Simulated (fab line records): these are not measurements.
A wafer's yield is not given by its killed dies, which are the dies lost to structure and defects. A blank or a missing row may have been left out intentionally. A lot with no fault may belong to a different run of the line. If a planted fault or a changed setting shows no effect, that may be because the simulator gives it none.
A lot that was struck, set against a sound lot | flow n5Finfet | 41 steps out of a route of 1938
Sound: these wafers, L517.2, L517.3, L517.4. The struck wafers were L520.1, L520.2, L520.3. The cause is named last.
Per side, at each step with rows, come the tool, then ch with its chambers, and then its first start. Under that, the readings that differ: sound wafers | struck wafers | difference of the means | sigmas: that difference in standard deviations of wafers without a fault.
alike: words and numbers the same on both sides, and readings whose means are apart by under 2 such deviations; not compared: readings that were withheld, readings missing a value for some wafer, numbers with overlapping values and no deviation given by the record, and bounds like >300 which may hide the same value.
The two part at a step that has a row with sigmas, a row that says differs or no value, or rows on one side only. Numbers that don't overlap but have no deviation are shown without sigmas and don't part them. A reading that every wafer of one side lacks parts them only if that side has two wafers or more.

first, 9 steps without rows for these wafers: N5_BEOL_M4_ANNEAL_95 (time 240 s); N5_BEOL_M4_SPUTTER_96 (material Cu, target thk 4.5 nm, time 8.29 s); N5_BEOL_M4_ECD_50 (material Cu, target thk 300 nm); N5_BEOL_M4_ANNEAL_51 (time 90 s); N5_BEOL_M4_CMP_52 (polishes, stops on SiOC, t overpolish 6.8 s, target thk 40 nm); N5_BEOL_M4_PRE_CLEAN_60 (time 15 s); N5_BEOL_M4_CO_CAP_55 (material Co, precursor CCTBA/H2, target thk 2 nm, time 102.1 s); N5_BEOL_M4_PRE_CLEAN_56 (time 15 s); N5_BEOL_M4_DEP_57 (deposits SiCN from 3MS/NH3, target thk 8 nm, time 14 s).
N5_BEOL_M4_RC_MEAS_101:
  sound on prober-02 ch 0, day 11 12:47; struck on prober-01 ch 0, day 12 18:42
  alike: DIBL_N, DIBL_P, IOFF_N, IOFF_P, ION_N, ION_P, SS_N, SS_P, VT_N, VT_P
then, 24 steps without rows for these wafers: N5_BEOL_M5_ILD_DEP_00 (deposits SiCOH lowk from DEMS/porogen, target thk 140.64 nm, time 25.9 s); N5_BEOL_M5_CURE_79 (cures SiCOH lowk, time 240 s); N5_BEOL_M5_PECVD_70 (deposits SiO2 from TEOS/O2, target thk 16 nm, time 18 s); N5_BEOL_M5_HM_DEP_02 (deposits TiN, target thk 20 nm); N5_BEOL_M5_COAT_59 (time 60 s, resist thk 60 nm); N5_BEOL_M5_COAT_60 (time 60 s, resist thk 12 nm); N5_BEOL_M5_COAT_71 (time 60 s, resist thk 5 nm); N5_BEOL_M5_COAT_05 (resist thk 30 nm); N5_BEOL_M5_EBR_07; N5_BEOL_M5_SOFTBAKE_06 (time 60 s); N5_BEOL_M5_EXPOSE_08 (exposes mask M5, target cd 28 nm); N5_BEOL_M5_PEB_09 (peb time 60 s); N5_BEOL_M5_DEVELOP_10 (develop time 30 s); N5_BEOL_M5_DESCUM_16 (chemistry O2, time 7 s); N5_BEOL_M5_ETCH_72 (etches underlayer in N2/H2, target depth 6.5 nm, time 5.2 s); N5_BEOL_M5_ETCH_61 (etches SiARC in CF4, target depth 15.6 nm, time 26 s); N5_BEOL_M5_ETCH_62 (etches SOC in N2/H2, target depth 75 nm, overetch 15 nm, time 112.5 s); N5_BEOL_M5_STRIP_63 (strips in N2/H2); N5_BEOL_M5_STRIP_73 (strips in N2/H2); N5_BEOL_M5_STRIP_64 (strips in CF4); N5_BEOL_M5_HM_OPEN_17 (chemistry Cl2/BCl3, target TiN, target depth 20 nm, overetch 6 nm); N5_BEOL_M5_STRIP_19 (strips in O2); N5_BEOL_M5_COAT_65 (time 60 s, resist thk 60 nm); N5_BEOL_M5_COAT_66 (time 60 s, resist thk 12 nm).
-- the record jumps here: 2 days lie between the struck wafers' starts before and after (it left off in module BEOL_M5 and takes up again in module BEOL_M11, whose first step shown is number 1556 of the route) --
N5_BEOL_M11_STRIP_67: strips in CF4.
  sound on rieDiel-05 ch 0,1,3, day 13 22:10; struck on rieDiel-05 ch 0,1,3, day 15 03:15
  no value came back on the struck wafers for any of 8 readings (biasPowerW (W), cf4FlowSccm (sccm) and others); on the sound wafers biasPowerW (W) reads 75.31 75.09 75.32
reading                                    | sound | struck         | difference | sigmas
model.SiARC_of_BEOL_M11_COAT_60.thkNm (nm) | 0 0 0 | 23.4 23.6 23.8 | +23.6      | 
N5_BEOL_M11_STRIP_19: strips in O2.
  sound on rieDiel-06 ch 0,1,2, day 13 22:19; struck on rieDiel-06 ch 0,1,3, day 15 03:29
reading                                  | sound | struck         | difference | sigmas
model.SOC_of_BEOL_M11_COAT_59.thkNm (nm) | 0 0 0 | 91.8 92.2 91.8 | +91.9      | 
  alike: chamberPressureMTorr, drypumpMotorCurrentA, oesProductAu, rfVppV, showerheadPlenumPTorr, throttleValvePct
  not compared: rfHoursCounterH
N5_BEOL_M11_ETCH_66: etches SOC in N2/H2, target depth 120 nm, overetch 24 nm, time 180 s.
  sound on rieDiel-04 ch 1,2,3, day 14 01:57; struck on rieDiel-04 ch 0,2,3, day 15 04:13
reading                 | sound             | struck            | difference | sigmas
model.etch.depthNm (nm) | 100.3 99.86 99.79 | 142.3 145.4 144.3 | +44.0      | 
  alike: biasW, drypumpMotorCurrentA, oesProductAu, rfFwdPowerW, rfVppV, showerheadPlenumPTorr, throttleValvePct
  not compared: rfHoursCounterH
N5_BEOL_M11_VIA_ETCH_34: etches SiCOH lowk in C4F6/O2, target depth 184.5 nm, time 69.2 s.
  sound on rieDiel-04 ch 1,2,3, day 14 02:04; struck on rieDiel-04 ch 0,2,3, day 15 04:20
reading             | sound          | struck         | difference | sigmas
oesProductAu (a.u.) | 0.95 0.89 0.74 | 0.28 0.28 0.32 | -0.57      | -6
  alike: biasW, drypumpMotorCurrentA, rfFwdPowerW, rfVppV, showerheadPlenumPTorr, throttleValvePct
  not compared: rfHoursCounterH
N5_BEOL_M11_ETCH_41: etches SiCN in CH3F/O2, target depth 42.6 nm, time 86 s.
  sound on rieDiel-04 ch 1,2,3; struck on rieDiel-04 ch 0,2,3
reading                                    | sound | struck         | difference | sigmas
model.SiARC_of_BEOL_M11_COAT_60.thkNm (nm) | 0 0 0 | 11.2 11.2 11.4 | +11.3      | 
  alike: biasW, drypumpMotorCurrentA, oesProductAu, rfFwdPowerW, rfVppV, showerheadPlenumPTorr, throttleValvePct
  not compared: rfHoursCounterH
N5_BEOL_M11_OCD_MEAS_38:
  sound: ocd-02 at day 14 02:22; struck: ocd-01 at day 15 04:37
reading            | sound             | struck | difference                    | sigmas
trenchDepthNm (nm) | 150.0 149.8 146.2 | - - -  | no value on the struck wafers | 
N5_PASSIVATION_PROBE_49:
  rows exist in the record for the struck wafers here (prober-01, day 16 19:44), but not for the sound ones

WHERE THEY PART
Last at N5_PASSIVATION_PROBE_49 as far as this record goes, first at N5_BEOL_M11_STRIP_67.

WHY: what the simulator had put in
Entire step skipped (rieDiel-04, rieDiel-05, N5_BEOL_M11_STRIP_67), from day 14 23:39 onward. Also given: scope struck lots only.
